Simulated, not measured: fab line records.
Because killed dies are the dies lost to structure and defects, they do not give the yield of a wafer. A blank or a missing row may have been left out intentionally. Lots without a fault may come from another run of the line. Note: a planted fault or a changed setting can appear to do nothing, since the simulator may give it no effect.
Which of the tools did it? -- flow nand_harc -- 13 lots with 39 wafers sampled at 5 steps, on a route of 1302 steps

WHAT EACH GAUGE READ, for each wafer
NHARC_A_M1_THK_MEAS_24: measures by xrf.
lot,measured,on,thk_nm (nm)
L314,day 23 10:23,film_metro-02,155.7 155.9 155.1
L315,day 23 18:48,film_metro-01,153.5 157.2 155.2
L317,day 24 12:10,film_metro-02,154.6 152.0 154.9
L316,day 24 13:05,film_metro-01,153.1 151.0 153.0
L318,day 25 06:04,film_metro-02,156.2 156.9 156.2
L325,day 27 21:35,film_metro-02,154.2 156.6 156.2
L328,day 29 11:03,film_metro-02,153.7 156.6 155.1
L329,day 30 04:19,film_metro-01,154.5 154.6 151.8
L330,day 30 05:43,film_metro-02,152.4 152.2 154.4
L331,day 31 05:05,film_metro-01,153.5 153.9 154.7
L335,day 31 19:11,film_metro-01,152.8 155.3 153.0
L333,day 32 03:31,film_metro-01,155.2 156.3 154.1
L336,day 32 06:51,film_metro-02,157.3 154.3 155.8

NHARC_END_SORT_01.
lot,measured,on,defect_limited_yield (%),killed_at_array,killed_at_other,killed_at_periphery,killed_dies,killed_open,killed_short
L314,day 24 18:42,prober-02,90 90 89,59 60 67,2 2 1,5 4 8,66 66 76,4 3 4,2 2 2
L315,day 25 04:36,prober-02,91 92 94,55 52 44,1 1 0,2 2 0,58 55 44,4 0 6,1 3 3
L317,day 25 20:53,prober-01,90 91 92,63 56 48,1 0 1,5 4 5,69 60 54,6 2 0,3 3 3
L316,day 25 21:42,prober-02,90 88 88,61 74 70,4 3 1,5 2 12,70 79 83,1 4 4,1 1 1
L318,day 26 16:12,prober-01,87 89 92,81 70 50,2 2 3,3 1 3,86 73 56,4 3 0,1 1 1
L325,day 29 05:47,prober-01,90 89 91,64 70 56,4 1 0,1 2 5,69 73 61,4 5 4,3 1 4
L328,day 31 02:49,prober-02,90 91 91,56 54 52,5 6 3,5 1 6,66 61 61,4 3 3,3 2 0
L329,day 31 12:43,prober-01,85 86 90,90 84 67,2 3 1,8 6 3,100 93 71,7 4 2,4 1 2
L330,day 31 13:34,prober-02,92 91 90,50 55 60,0 0 1,6 3 6,56 58 67,5 3 4,3 3 2
L331,day 32 21:49,prober-02,89 88 88,68 66 74,1 2 1,5 12 7,74 80 82,4 3 1,4 0 1
L335,day 33 04:49,prober-02,90 89 88,62 70 74,2 3 0,4 4 4,68 77 78,1 6 4,2 3 3
L333,day 33 12:38,prober-02,91 91 89,52 55 72,3 3 1,3 1 4,58 59 77,3 4 3,1 1 1
L336,day 33 12:38,prober-01,95 93 94,28 43 40,2 3 1,4 3 1,34 49 42,5 1 4,2 3 1

WHICH TOOL RAN EACH LOT (tool, then ch and the chambers of the sampled wafers, then the start)
lot,NHARC_A_M1_PRE_CLEAN_32,NHARC_A_BONDPAD_EXPOSE_06,NHARC_A_BONDPAD_DESCUM_11
L314,"pecvd-01 ch 0,2, day 23 10:38","krf_scanner-02 ch 0, day 23 12:19","rie_diel-07 ch 2,3, day 23 12:41"
L315,"pecvd-04 ch 0,2, day 23 19:02","krf_scanner-01 ch 0, day 23 20:44","rie_diel-11 ch 1,2,3, day 23 21:05"
L317,"pecvd-01 ch 0,1,2, day 24 12:24","krf_scanner-04 ch 0, day 24 14:14","rie_diel-07 ch 0,1,2, day 24 14:35"
L316,"pecvd-01 ch 0,2, day 24 13:20","krf_scanner-02 ch 0, day 24 15:03","rie_diel-07 ch 1,2, day 24 15:26"
L318,"pecvd-03 ch 0,1,2, day 25 06:19","krf_scanner-04 ch 0, day 25 08:03","rie_diel-07 ch 0,2,3, day 25 08:25"
L325,"pecvd-01 ch 0,1, day 27 21:49","krf_scanner-04 ch 0, day 27 23:23","rie_diel-07 ch 1,2, day 27 23:45"
L328,"pecvd-03 ch 0,2, day 29 11:18","krf_scanner-02 ch 0, day 29 12:53","rie_diel-07 ch 0,3, day 29 13:15"
L329,"pecvd-04 ch 0,1, day 30 04:36","krf_scanner-04 ch 0, day 30 06:19","rie_diel-07 ch 0,2,3, day 30 06:41"
L330,"pecvd-01 ch 0,2, day 30 05:56","krf_scanner-02 ch 0, day 30 07:39","rie_diel-07 ch 0,2,3, day 30 08:01"
L331,"pecvd-04 ch 0,1, day 31 05:20","krf_scanner-02 ch 0, day 31 06:54","rie_diel-11 ch 0,1,3, day 31 07:16"
L335,"pecvd-01 ch 0,1,2, day 31 19:25","krf_scanner-01 ch 0, day 31 21:06","rie_diel-07 ch 1,3, day 31 21:29"
L333,"pecvd-03 ch 1,2, day 32 03:45","krf_scanner-01 ch 0, day 32 05:42","rie_diel-07 ch 0,1, day 32 06:04"
L336,"pecvd-04 ch 0,1,2, day 32 07:05","krf_scanner-01 ch 0, day 32 08:40","rie_diel-07 ch 1,2,3, day 32 09:01"
- NHARC_A_M1_PRE_CLEAN_32: time 12 s.
- NHARC_A_BONDPAD_EXPOSE_06: exposes mask A BPAD.
- NHARC_A_BONDPAD_DESCUM_11: chemistry O2, time 3 s.

AS READ BY THE TOOLS THEMSELVES (means over the sampled wafers that have a number; for cases with no such wafer, the mark the record gives instead)
NHARC_A_M1_PRE_CLEAN_32.
lot,tool,heater_power_w (W)
L314,pecvd-01,588
L315,pecvd-04,639
L317,pecvd-01,611
L316,pecvd-01,686
L318,pecvd-03,629
L325,pecvd-01,642
L328,pecvd-03,647
L329,pecvd-04,681
L330,pecvd-01,626
L331,pecvd-04,687
L335,pecvd-01,635
L333,pecvd-03,619
L336,pecvd-04,634

NHARC_A_BONDPAD_EXPOSE_06.
lot,tool,exposure_dose_mJ_cm2
L314,krf_scanner-02,37.04
L315,krf_scanner-01,37.03
L317,krf_scanner-04,37.00
L316,krf_scanner-02,36.95
L318,krf_scanner-04,36.99
L325,krf_scanner-04,38.78
L328,krf_scanner-02,36.99
L329,krf_scanner-04,38.41
L330,krf_scanner-02,36.99
L331,krf_scanner-02,36.99
L335,krf_scanner-01,37.02
L333,krf_scanner-01,37.00
L336,krf_scanner-01,37.02

NHARC_A_BONDPAD_DESCUM_11.
lot,tool,drypump_motor_current_A (A),mfc_ar_sccm (sccm),oes_product_au (a.u.),rf_vpp_V (V),showerhead_plenum_p_Torr (Torr),throttle_valve_pct (%)
L314,rie_diel-07,5.6,0.006,1.003,58.9,1.98,11.316
L315,rie_diel-11,5.4,0.001,1.010,58.9,2.07,11.313
L317,rie_diel-07,5.8,0.009,0.997,57.4,1.93,11.312
L316,rie_diel-07,5.9,0.012,1.002,57.6,1.89,11.315
L318,rie_diel-07,5.6,0.006,1.006,57.9,1.97,11.315
L325,rie_diel-07,6.1,0.015,1.009,57.9,1.92,11.308
L328,rie_diel-07,5.3,0.000,1.008,57.9,1.98,11.301
L329,rie_diel-07,5.6,0.006,1.010,57.8,1.97,11.305
L330,rie_diel-07,5.6,0.006,1.002,58.5,1.97,11.307
L331,rie_diel-11,5.8,0.001,0.998,57.4,1.97,11.310
L335,rie_diel-07,5.4,0.003,1.010,58.8,1.94,11.325
L333,rie_diel-07,5.6,0.005,1.007,58.4,1.89,11.321
L336,rie_diel-07,5.7,0.009,1.002,57.9,1.93,11.315

THE ANSWER, worked out from the rows above alone
Rule: the lots themselves supply what counts as usual. The widest of any qualifying gaps counts: lots, ordered by their means at a reading, are off when they make up no more than a third of the lots, leave a main group of 4 or more, and stand apart from it by 3 or more times the standard deviation of that group's means. The tables above print the reading to a certain number of digits; a main group whose means all agree to those digits is not used. Also off: a lot with no number at a reading for which 4 or more lots have one. All remaining lots with rows at the step are treated as sound. After the gauges, taken in route order, come the tools' own readings; for these a lot's mean is taken, as printed above. At the first step where some lot is off, the reading lying furthest off is the one used; lots without a number count as furthest.
Off: L325, L329 (NHARC_A_BONDPAD_EXPOSE_06, exposure_dose_mJ_cm2). For the main group the mean is 37.00 and the standard deviation 0.024.
A tool fits if, at that step or a process step before it, it ran every lot that is off, and no sound lot after the first of them. One fits: NHARC_A_BONDPAD_EXPOSE_06 on krf_scanner-04. A fault onset in the window from L318 (day 25 08:03, its last sound lot) to L325 (day 27 23:23, its first lot off) fits.
The tool's own readings at NHARC_A_BONDPAD_EXPOSE_06 bear it out: on the lots that are off they differ by more than 5 times the standard deviation of the sound lots' means. exposure_dose_mJ_cm2 reads 38.59 there against 37.00 on the sound lots.

WHAT THE SIMULATOR HAD PUT IN
Process parameter drift: krf_scanner-04, from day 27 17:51 on, at NHARC_A_BONDPAD_EXPOSE_06. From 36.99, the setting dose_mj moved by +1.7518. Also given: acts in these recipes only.
Struck lots among those shown: L325, L329. The rule above reached the same finding.
